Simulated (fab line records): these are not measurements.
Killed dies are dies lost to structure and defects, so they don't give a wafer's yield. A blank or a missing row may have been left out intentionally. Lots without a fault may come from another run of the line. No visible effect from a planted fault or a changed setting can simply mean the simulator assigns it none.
The tool behind it: which one?    flow nand harc    13 lots (39 wafers sampled), 1 step of a 1302-step route

== WHAT THE GAUGES READ, wafer by wafer ==
NHARC_A_CONTACT_CD_MEAS_42: target cd 300 nm. Usual: 299.9 nm for cd nm, sd 0.81.
lot   measured      on         cd nm (nm)         flag
L420  day 21 22:58  cd sem-03  298.9 298.6 299.2  
L421  day 22 07:26  cd sem-01  299.3 298.5 299.3  
L422  day 22 15:35  cd sem-02  298.6 299.1 298.3  
L424  day 22 23:32  cd sem-02  299.6 300.2 299.6  
L423  day 23 00:25  cd sem-01  298.7 299.4 300.2  
L426  day 23 20:04  cd sem-03  300.5 300.5 300.5  
L428  day 24 21:16  cd sem-01  300.6 299.9 299.4  
L431  day 26 00:34  cd sem-01  301.1 299.0 299.5  
L433  day 27 07:19  cd sem-03  298.9 299.4 299.0  
L436  day 27 20:27  cd sem-03  298.8 299.2 300.0  
L439  day 29 02:47  cd sem-03  300.1 298.7 300.1  
L441  day 29 18:47  cd sem-01  301.2 300.2 300.9  
L443  day 30 22:49  cd sem-01  301.5 299.5 299.5  

== EACH LOT AND THE TOOL THAT RAN IT (in order: tool; ch and the chambers of the sampled wafers; start) ==
Record: no process step prior to these readings.

== WHAT THE TOOLS THEMSELVES READ (means of the sampled wafers that have a number; where no wafer has one, the mark that the record gives instead) ==
The record holds no such reading with a usual standard deviation.

== THE ANSWER, worked out from the rows above alone ==
Rule: a lot is off if the mean of its wafers that have a number lies more than 3 standard deviations from the usual mean. A lot without any number at a reading at which 4 lots or more have one is off too. All remaining lots with rows at the step are treated as sound. Order of review: gauges by route order, followed by the tools' own readings, for which a lot's mean as printed above is used. At the first step where some lot is off, the reading lying furthest off is the one used; lots without a number count as furthest.
No lot is off on any of the readings shown, so nothing can be concluded from this.

== WHAT HAD BEEN PUT IN BY THE SIMULATOR ==
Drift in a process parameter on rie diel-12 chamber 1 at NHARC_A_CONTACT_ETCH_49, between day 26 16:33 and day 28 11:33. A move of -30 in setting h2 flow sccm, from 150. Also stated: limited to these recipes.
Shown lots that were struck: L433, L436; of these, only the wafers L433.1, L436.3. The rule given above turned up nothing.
